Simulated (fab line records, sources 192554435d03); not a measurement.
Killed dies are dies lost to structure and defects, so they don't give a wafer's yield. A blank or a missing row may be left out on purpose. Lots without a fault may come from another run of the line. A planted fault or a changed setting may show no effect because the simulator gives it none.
Problem report in the 8D (eight disciplines) form, filled by code | flow n5_finfet | the parts of the form that need people (team, actions taken, sign-off) are left out

1. THE PROBLEM
chamber_pressure_pa at N5_BEOL_M5_SPUTTER_81 reads a mean of 0.07297 Pa on 3 wafers of 2 lots; wafers without a fault read 0.07001 Pa with a standard deviation of 0.00012. That is +25 standard deviations from the usual mean.
The step: material Cu, target thk 15 nm, time 27.62 s.
First seen on wafer L793.5, day 11 21:31, on pvd_sputter-02. The record holds 31 wafers of 11 lots with a number at this step. Rule for "out", or "out of limits": more than 4 standard deviations from the usual mean. The other wafers with a number count as sound.

2. WHAT IT IS AND WHAT IT IS NOT
question                    | is                     | is not
which readings at this step | chamber_pressure_pa    | throttle_valve_pct
which lots                  | L793, L796             | L780, L782, L785, L788, L789, L791, L801, L802, L803
which wafers of those lots  | L793.5, L796.1, L796.5 | L793.1, L793.6, L796.4
read on which tools         | pvd_sputter-02         | pvd_sputter-01, pvd_sputter-03
when                        | from day 11 21:31      | up to then (18 sound wafers); but 10 sound wafers of L796, L801, L802, L803 came after

3. SUSPECTS, AND WHAT RULES EACH OUT
Counting: a tool at a process step up to the reading stays a suspect if it ran every lot that is out. Sound lots after the first of them don't rule it out here, since some wafers of a struck lot are sound.
- pvd_sputter-02 at N5_BEOL_M5_ANNEAL_49 (time 1800 s): kept. It ran every lot that is out, first L793 (day 11 20:31); its last sound lot up to then is L791 (day 11 01:20).
- pvd_sputter-02 at N5_BEOL_M5_SPUTTER_81 (material Cu, target thk 15 nm, time 27.62 s): kept. It ran every lot that is out, first L793 (day 11 21:31); its last sound lot up to then is L791 (day 11 02:21). Its own readings are out on those wafers: chamber_pressure_pa.
Left after counting: pvd_sputter-02 at N5_BEOL_M5_ANNEAL_49, pvd_sputter-02 at N5_BEOL_M5_SPUTTER_81.

4. THE CAUSE (what the simulator had put in)
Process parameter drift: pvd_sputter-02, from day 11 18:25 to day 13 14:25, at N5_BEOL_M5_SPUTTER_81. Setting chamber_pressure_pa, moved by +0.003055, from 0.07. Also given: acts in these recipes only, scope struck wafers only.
Counting left 2 suspects, and this tool is among them.

5. THE CHAIN OF EFFECTS, in route order
Each row: a reading whose mean over the struck wafers that have a number lies more than 3 standard deviations from the usual. Only readings for which the record gives a usual standard deviation are gone through. hours: the time from each lot's start at the first step in this table that gives one to its start at this step, as a median over the lots. sigmas: the change in usual standard deviations.
hours | step                  | reading             | usual      | on struck wafers | change   | sigmas
0     | N5_BEOL_M5_SPUTTER_81 | chamber_pressure_pa | 0.07001 Pa | 0.07297          | +0.00296 | +25
The process steps in it:
- N5_BEOL_M5_SPUTTER_81: material Cu, target thk 15 nm, time 27.62 s.

6. WHAT WOULD HAVE CAUGHT IT SOONER
In this record the first reading out of limits was taken at day 11 21:31, 3 hours after the fault began at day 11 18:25.
